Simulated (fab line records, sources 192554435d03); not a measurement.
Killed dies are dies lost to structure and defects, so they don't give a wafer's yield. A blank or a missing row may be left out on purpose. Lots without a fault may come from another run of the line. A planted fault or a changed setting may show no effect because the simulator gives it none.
fab line records | flow n5_finfet
record lots=13 wafers=39 last_day=18
route steps=1938 shown BEOL_M1@814 TV_OPEN@1887 PASSIVATION@1936
lots that met no fault: from a run of the same line without faults
start_h: hours from the record's first day to the start of the lot's first wafer shown | wait_h: hours since the lot's step before | " the same as in the row above | L1.1+2: a row that stands for several wafers | - no value, or no start given | * or withheld: withheld | < > ~ a bound
route shown NAME@n: a module of which the file shows steps, and the number in the route of the first | usual: mean/standard deviation of fault-free wafers | same: alike in all rows | chamber/n: place in a boat | sites: the reading at each site | _std_site: their standard deviation | _edge_site: outer sites' mean less inner sites' | radius_mm: how far each site lies from the wafer's centre | mask NAME#n: copy n | behind: the tool/chamber that last shaped the wafer | hold: why the lot was held/for how many hours/how that ended | device: the transistor (n, p or np) that didn't switch | end of line: the same wafers' tests at the end of the route | a step without rows: its recipe alone | killed: dies lost to structure and defects at the first sort, not the wafer's yield | map: a wafer's dies, x killed, . not, _ none there
set.NAME: the setting as run; set.NAME@STEP: as run at that earlier step | model.NAME: the simulator's own value behind a step, which no gauge read
steps of the route over a sample of lots; a table a step, a row a wafer
services: from which hour (start_h, from the record's first day; less than 0 if before it) a tool's chamber was out of use, for how many hours, and why
## steps
# step N5_BEOL_M1_SPUTTER_48
# recipe material=Cu target_thk_a=45 temp_c=-20 chamber_pressure_pa=0.07 power_w=withheld time_s=8.29
# usual throttle_valve_pct=30.1/0.73
# columns lot.wafer tool chamber start_h wait_h throttle_valve_pct
L972.4 pvd_sputter-02 - 145.24 0.1 29.9
L972.5 " - " " 30.4
L972.6 " - " " 29.7
L970.3 pvd_sputter-03 - 148.49 0.2 29.1
L970.5 " - " " 29.1
L970.6 " - " " 31.3
L973.2 pvd_sputter-02 - 154.58 0.2 29.4
L973.5 " - " " 30.0
L973.6 " - " " 30.0
L974.3 pvd_sputter-01 - 155.26 0.4 30.4
L974.4 " - " " 30.9
L974.6 " - " " 30.9
L975.2 pvd_sputter-01 - 162.77 0.1 30.5
L975.3 " - " " 30.3
L975.4 " - " " 31.0
L977.1 pvd_sputter-02 - 178.35 1.6 29.6
L977.4 " - " " 29.7
L977.5 " - " " 30.5
L978.1 pvd_sputter-01 - 194.73 0.1 29.9
L978.3 " - " " 29.1
L978.4 " - " " 31.0
L981.2 pvd_sputter-03 - 205.56 0.1 29.7
L981.3 " - " " 27.8
L981.4 " - " " 31.5
L982.1 pvd_sputter-02 - 208.63 0.1 29.5
L982.5 " - " " 30.0
L982.6 " - " " 29.6
L983.1 pvd_sputter-02 - 232.27 0.6 30.2
L983.3 " - " " 29.6
L983.6 " - " " 30.2
L987.1 pvd_sputter-02 - 243.76 0.2 30.2
L987.2 " - " " 29.8
L987.3 " - " " 29.6
L990.1 pvd_sputter-02 - 248.60 0.1 30.4
L990.5 " - " " 30.6
L990.6 " - " " 29.9
L992.1 pvd_sputter-03 - 256.92 0.1 31.5
L992.2 " - " " 29.1
L992.4 " - " " 28.0
# step N5_PASSIVATION_PASS_ETCH_74
# recipe chemistry=CF4/O2 target=SiNx target_depth_a=2200 time_s=110 ion_energy_ev=100 pressure_mtorr=40 source_w=535 bias_w=49 Ar_flow_sccm=100 cf4_flow_sccm=100 O2_flow_sccm=10
# usual cf4_flow_sccm=99.98/0.28 drypump_motor_current_A=5.6/0.41 oes_product_au=0.82/0.084 rf_vpp_V=243/4.2 showerhead_plenum_p_Torr=2.22/0.084 throttle_valve_pct=16.04/0.2
# columns lot.wafer tool chamber start_h wait_h cf4_flow_sccm drypump_motor_current_A oes_product_au rf_hours_counter_h rf_vpp_V showerhead_plenum_p_Torr throttle_valve_pct
L970.3 rie_diel-05 2 298.54 0.0 99.95 5.5 0.77 125 237 2.13 16.09
L970.5 " 3 " " 100.25 5.9 0.81 - 239 2.32 15.85
L970.6 " 0 " " 99.73 5.4 0.98 - 252 2.34 15.74
L972.4 rie_diel-04 2 308.04 0.0 99.94 6.1 0.80 78 249 2.33 16.31
L972.5 " 2 " " 100.19 6.2 0.80 - 248 2.33 16.28
L972.6 " 1 " " 99.71 5.2 0.96 - 240 2.16 15.72
L975.2 rie_diel-02 3 310.18 0.0 99.91 5.7 0.86 62 243 2.14 15.97
L975.3 " 1 " " 100.55 5.1 0.87 52 243 2.17 16.13
L975.4 " 0 " " 100.15 5.8 0.69 232 243 2.17 16.32
L973.2 rie_diel-05 1 310.22 0.0 99.87 6.3 0.66 227 241 2.17 16.28
L973.5 " 1 " " 99.71 6.3 0.66 - 242 2.17 16.29
L973.6 " 0 " " 99.87 5.4 0.95 - 252 2.34 15.75
L974.3 rie_diel-02 2 317.33 0.0 99.98 5.8 0.82 75 246 2.31 15.94
L974.4 " 1 " " 100.17 5.1 0.87 54 244 2.17 16.15
L974.6 " 3 " " 100.38 5.7 0.86 - 241 2.14 15.99
L977.1 rie_diel-04 3 335.07 0.0 100.11 6.2 0.75 168 237 2.11 16.26
L977.4 " 2 " " 100.12 6.2 0.81 85 248 2.32 16.31
L977.5 " 1 " " 99.73 5.2 0.94 - 238 2.15 15.74
L978.1 rie_diel-02 1 350.27 0.0 99.59 5.1 0.87 63 245 2.16 16.16
L978.3 " 3 " " 100.12 5.8 0.86 75 241 2.14 16.00
L978.4 " 2 " " 99.80 5.8 0.81 85 245 2.31 15.95
L981.2 rie_diel-05 3 358.34 0.0 99.82 5.9 0.80 98 242 2.31 15.90
L981.3 " 1 " " 99.67 6.3 0.66 242 241 2.17 16.30
L981.4 " 2 " " 99.68 5.5 0.76 143 237 2.12 16.15
L982.1 rie_diel-02 0 363.31 0.0 99.52 5.7 0.68 251 244 2.17 16.35
L982.5 " 3 " " 100.46 5.7 0.83 - 240 2.14 16.00
L982.6 " 1 " " 99.51 5.0 0.86 - 245 2.16 16.18
L983.1 rie_diel-05 0 366.63 0.0 99.21 5.4 0.90 21 252 2.33 15.78
L983.3 " 1 " " 100.23 6.3 0.66 245 241 2.17 16.31
L983.6 " 3 " " 100.12 5.9 0.79 - 241 2.31 15.89
L987.1 rie_diel-02 1 390.38 0.0 99.81 5.0 0.85 80 244 2.16 16.18
L987.2 " 3 " " 100.26 5.7 0.83 91 241 2.13 16.03
L987.3 " 0 " " 100.00 5.7 0.99 0 244 2.17 15.88
L990.1 rie_diel-05 0 399.75 0.0 99.76 5.3 0.88 30 252 2.33 15.78
L990.5 " 0 " " 100.10 5.4 0.90 - 251 2.33 15.80
L990.6 " 3 " " 99.87 5.9 0.79 - 241 2.31 15.92
L992.1 rie_diel-05 2 425.79 0.0 100.35 5.5 0.74 162 237 2.12 16.19
L992.2 " 1 " " 99.84 6.3 0.94 6 243 2.16 15.84
L992.4 " 3 " " 100.15 5.9 0.78 114 240 2.30 15.92
# step N5_PASSIVATION_PROBE_49
# usual defect_limited_yield=91.1/1.5 killed_at_M0_to_M3=33/9.9 killed_at_M4_up=14/5.2 killed_at_contacts=12/6.7 killed_at_front_end=43/13 killed_at_other=3.4/2.7 killed_dies=105/17 killed_on_rim=14/4.2 killed_open=69/13 killed_short=33/7.5 sort_bin_5_function=5.2/0.91 sort_bin_6_memory=3.3/0.71 sort_n_pass=1075/17 sort_yield_pct=91.1/1.5
# same gross_dies=1180 killed_at_back_side=0 sort_bin_4_leakage[%]=0 sort_bin_8_speed[%]=0
# columns lot.wafer tool chamber start_h wait_h defect_limited_yield[%] killed_at_M0_to_M3 killed_at_M4_up killed_at_contacts killed_at_front_end killed_at_other killed_dies killed_on_rim killed_open killed_short sort_bin_5_function[%] sort_bin_6_memory[%] sort_n_pass sort_yield_pct[%]
L972.4 prober-02 - 316.36 0.2 91.4 39 13 8 40 1 101 18 68 33 5.3 3.1 1079 91.4
L972.5 prober-02 - 316.41 0.2 91.2 48 11 2 41 2 104 13 68 36 5.6 3.0 1076 91.2
L972.6 prober-02 - 316.46 0.3 92.7 29 11 7 38 1 86 11 52 33 4.2 2.7 1094 92.7
L973.2 prober-02 - 317.90 0.1 91.5 51 9 5 33 2 100 7 70 29 4.8 3.2 1080 91.5
L973.5 prober-02 - 318.05 0.2 92.5 19 5 8 55 1 88 19 67 21 5.3 2.1 1092 92.5
L973.6 prober-02 - 318.10 0.3 92.5 29 13 4 41 2 89 10 62 27 4.2 3.1 1091 92.5
L974.3 prober-01 - 323.75 0.1 92.1 31 14 11 36 1 93 13 70 20 3.7 4.1 1087 92.1
L974.4 prober-01 - 323.80 0.2 89.1 47 21 11 49 1 129 15 94 33 5.8 4.8 1051 89.1
L974.6 prober-01 - 323.90 0.3 93.2 19 23 12 18 8 80 10 59 20 3.7 2.9 1100 93.2
L981.2 prober-01 - 365.10 0.1 90.3 38 29 8 35 4 114 16 79 32 5.2 4.0 1066 90.3
L981.3 prober-01 - 365.15 0.2 91.7 34 19 3 41 1 98 7 69 28 4.9 3.2 1082 91.7
L981.4 prober-01 - 365.20 0.2 93.6 30 8 4 30 3 75 10 51 24 4.4 1.9 1105 93.6
L987.1 prober-02 - 397.43 0.0 89.9 46 14 6 50 3 119 18 79 39 6.3 3.6 1061 89.9
L987.2 prober-02 - 397.48 0.1 83.6 94 11 12 74 3 194 33 89 44 9.5 5.6 986 83.6
L987.3 prober-02 - 397.53 0.1 89.2 27 12 18 70 1 128 12 85 41 6.4 4.1 1052 89.2
L990.1 prober-02 - 406.77 0.0 91.2 38 20 8 36 2 104 17 65 38 5.3 3.2 1076 91.2
L990.5 prober-02 - 406.97 0.2 90.8 29 20 12 45 2 108 16 71 34 5.1 3.7 1072 90.8
L990.6 prober-02 - 407.02 0.3 86.5 87 18 17 36 1 159 24 58 39 8.6 3.6 1021 86.5
# killed by level:class
L972.4 BEOL_M2:geometric_particle:open=15 STI_FIN_REVEAL:geometric_particle:open=10 MOL_CONTACT_COAG:geometric_particle:open=8 BEOL_M0:geometric_particle:open=7 BEOL_M4:geometric_particle:short=6 BEOL_M3:geometric_particle:open=5 DUMMY_GATE:geometric_particle:open=4 ILD0:geometric_particle:short=4
L972.5 STI_FIN_REVEAL:geometric_particle:open=16 BEOL_M2:geometric_particle:open=11 BEOL_M0_SAQP:geometric_particle:open=10 BEOL_M1:geometric_particle:open=8 FIN_SAQP:geometric_particle:short=7 BEOL_M0_SAQP:geometric_particle:short=5 BEOL_M1:geometric_particle:short=5 BEOL_M2:geometric_particle:short=4
L972.6 BEOL_M2:geometric_particle:open=13 FIN_SAQP:geometric_particle:short=11 BEOL_M0_SAQP:geometric_particle:short=7 MOL_CONTACT_COAG:geometric_particle:open=6 FIN_SAQP:geometric_particle:open=5 BEOL_M0:geometric_particle:open=5 BEOL_M4:geometric_particle:open=5 STARTING-WAFER:geometric_particle:short=5
L973.2 BEOL_M1:geometric_particle:open=16 BEOL_M2:geometric_particle:open=14 BEOL_M3:geometric_particle:open=7 DUMMY_GATE:geometric_particle:open=7 FIN_SAQP:geometric_particle:open=4 MOL_CONTACT_COAG:geometric_particle:open=4 BEOL_M0_SAQP:geometric_particle:short=4 FIN_SAQP:geometric_particle:short=3
L973.5 FIN_SAQP:geometric_particle:open=17 STI_FIN_REVEAL:geometric_particle:open=14 BEOL_M1:geometric_particle:open=6 BEOL_M3:geometric_particle:open=6 ILD0:geometric_particle:open=4 ILD0:geometric_particle:short=4 MOL_CONTACT_COAG:geometric_particle:short=4 MOL_CONTACT_COAG:geometric_particle:open=4
L973.6 BEOL_M1:geometric_particle:open=10 FIN_SAQP:geometric_particle:open=8 STI_FIN_REVEAL:geometric_particle:open=7 DUMMY_GATE:geometric_particle:open=7 FIN_SAQP:geometric_particle:short=5 SPACER0:geometric_particle:open=5 BEOL_M0_SAQP:geometric_particle:short=5 BEOL_M4:geometric_particle:open=5
L974.3 BEOL_M2:geometric_particle:open=15 BEOL_M4:geometric_particle:open=11 MOL_CONTACT_COAG:geometric_particle:open=10 STI_FIN_REVEAL:geometric_particle:open=8 ILD0:geometric_particle:open=5 FIN_SAQP:geometric_particle:open=4 DUMMY_GATE:geometric_particle:open=4 FIN_SAQP:geometric_particle:short=3
L974.4 STI_FIN_REVEAL:geometric_particle:open=23 BEOL_M4:geometric_particle:open=14 BEOL_M2:geometric_particle:open=14 BEOL_M0_SAQP:geometric_particle:open=9 BEOL_M1:geometric_particle:open=9 MOL_CONTACT_COAG:geometric_particle:open=8 BEOL_M0_SAQP:geometric_particle:short=8 STI_FIN_REVEAL:geometric_particle:short=4
L974.6 BEOL_M4:geometric_particle:open=15 BEOL_M2:geometric_particle:open=12 MOL_CONTACT_COAG:geometric_particle:open=8 STI_FIN_REVEAL:geometric_particle:open=4 STARTING-WAFER:geometric_particle:open=4 FIN_SAQP:geometric_particle:open=3 MOL_CONTACT_COAG:geometric_particle:short=3 BEOL_M4:geometric_particle:short=3
L981.2 BEOL_M4:geometric_particle:open=17 BEOL_M2:geometric_particle:open=9 GATE_CUT:geometric_particle:open=8 BEOL_M0_SAQP:geometric_particle:open=8 STI_FIN_REVEAL:geometric_particle:open=7 BEOL_M0_SAQP:geometric_particle:short=7 MOL_CONTACT_COAG:geometric_particle:open=5 BEOL_M2:geometric_particle:short=5
L981.3 BEOL_M4:geometric_particle:open=13 FIN_SAQP:geometric_particle:open=12 BEOL_M0_SAQP:geometric_particle:short=12 STI_FIN_REVEAL:geometric_particle:open=9 DUMMY_GATE:geometric_particle:open=7 BEOL_M0_SAQP:geometric_particle:open=7 BEOL_M2:geometric_particle:open=6 FIN_SAQP:geometric_particle:short=4
L981.4 BEOL_M2:geometric_particle:open=13 FIN_SAQP:geometric_particle:open=7 BEOL_M3:geometric_particle:open=7 FIN_SAQP:geometric_particle:short=5 GATE_CUT:geometric_particle:open=4 MOL_CONTACT_COAG:geometric_particle:open=4 STARTING-WAFER:geometric_particle:short=4 BEOL_M0_SAQP:geometric_particle:short=3
L987.1 BEOL_M3:geometric_particle:open=19 FIN_SAQP:geometric_particle:open=16 FIN_SAQP:geometric_particle:short=11 BEOL_M0_SAQP:geometric_particle:short=8 MOL_CONTACT_COAG:geometric_particle:open=6 BEOL_M0_SAQP:geometric_particle:open=6 STI_FIN_REVEAL:geometric_particle:open=5 BEOL_M0:geometric_particle:open=5
L987.2 BEOL_M1:unspecified=60 FIN_SAQP:geometric_particle:open=21 FIN_SAQP:geometric_particle:short=17 STI_FIN_REVEAL:geometric_particle:open=12 BEOL_M0_SAQP:geometric_particle:open=8 MOL_CONTACT_COAG:geometric_particle:open=7 BEOL_M3:geometric_particle:open=7 MOL_CONTACT_COAG:geometric_particle:short=5
L987.3 FIN_SAQP:geometric_particle:open=27 FIN_SAQP:geometric_particle:short=13 STI_FIN_REVEAL:geometric_particle:open=10 MOL_CONTACT_COAG:geometric_particle:open=10 BEOL_M0_SAQP:geometric_particle:short=9 MOL_CONTACT_COAG:geometric_particle:short=7 GATE_CUT:geometric_particle:short=4 GATE_CUT:geometric_particle:open=4
L990.1 BEOL_M1:geometric_particle:open=10 FIN_SAQP:geometric_particle:short=9 BEOL_M3:geometric_particle:open=9 FIN_SAQP:geometric_particle:open=8 MOL_CONTACT_COAG:geometric_particle:open=7 BEOL_M0_SAQP:geometric_particle:open=7 BEOL_M4:geometric_particle:open=7 BEOL_M5:geometric_particle:short=5
L990.5 FIN_SAQP:geometric_particle:short=13 MOL_CONTACT_COAG:geometric_particle:open=11 FIN_SAQP:geometric_particle:open=10 BEOL_M3:geometric_particle:open=8 DUMMY_GATE:geometric_particle:open=7 BEOL_M4:geometric_particle:open=7 STI_FIN_REVEAL:geometric_particle:open=6 BEOL_M1:geometric_particle:open=6
L990.6 BEOL_M1:unspecified=62 MOL_CONTACT_COAG:geometric_particle:open=12 FIN_SAQP:geometric_particle:short=10 BEOL_M4:geometric_particle:open=9 BEOL_M1:geometric_particle:open=8 BEOL_M3:geometric_particle:open=6 FIN_SAQP:geometric_particle:open=5 STI_FIN_REVEAL:geometric_particle:open=5
## services
# columns tool chamber start_h hours kind
rie_diel-02 1 126.64 - clean
rie_diel-02 1 126.64 - consumable_replace:focus_ring
rie_diel-02 1 126.64 20.7 scheduled_down
pvd_sputter-03 - 128.00 1.9 repair
rie_diel-04 3 138.80 6.5 repair
rie_diel-02 2 146.85 7.3 repair
rie_diel-02 - 174.45 5.9 repair
rie_diel-05 - 207.71 14.6 pm
rie_diel-05 1 238.66 19.1 repair
rie_diel-02 3 253.47 2.3 repair
rie_diel-05 0 273.24 - clean
rie_diel-05 0 273.24 - consumable_replace:focus_ring
rie_diel-05 0 273.24 - consumable_replace:showerhead
pvd_sputter-01 - 312.40 8.6 repair
rie_diel-04 3 352.37 5.9 repair
rie_diel-05 3 368.86 6.4 repair
rie_diel-05 - 372.88 0.2 repair
rie_diel-05 0 381.64 1.3 repair
rie_diel-05 1 387.41 - clean
rie_diel-05 1 387.41 - consumable_replace:focus_ring
rie_diel-05 1 387.41 18.7 scheduled_down
rie_diel-05 1 387.41 18.7 vent_cycle
rie_diel-04 3 406.27 3.4 repair
rie_diel-05 3 419.07 2.9 repair
## key
first_sign step=N5_PASSIVATION_PROBE_49 reading=killed_at_M0_to_M3 direction=up sigmas=5.8 usual=33 struck=90
effect step=N5_PASSIVATION_PROBE_49 reading=defect_limited_yield direction=down sigmas=4.2 usual=91.1 struck=85.0
more_kills_born_at N5_BEOL_M1_SPUTTER_48@pvd_sputter-02=122
met_at N5_BEOL_M1_SPUTTER_48
struck_lots L987,L990
struck_wafers L987.2,L990.6
not_acting_at N5_PASSIVATION_PASS_ETCH_74
onset_between 232.27 243.76
fault kind=chamber_particle_source tool=pvd_sputter-02 chamber=- onset_h=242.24 steps=N5_BEOL_M1_SPUTTER_48 rate_per_visit_cm2=0.47496 end_h=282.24 scope=struck_wafers_only
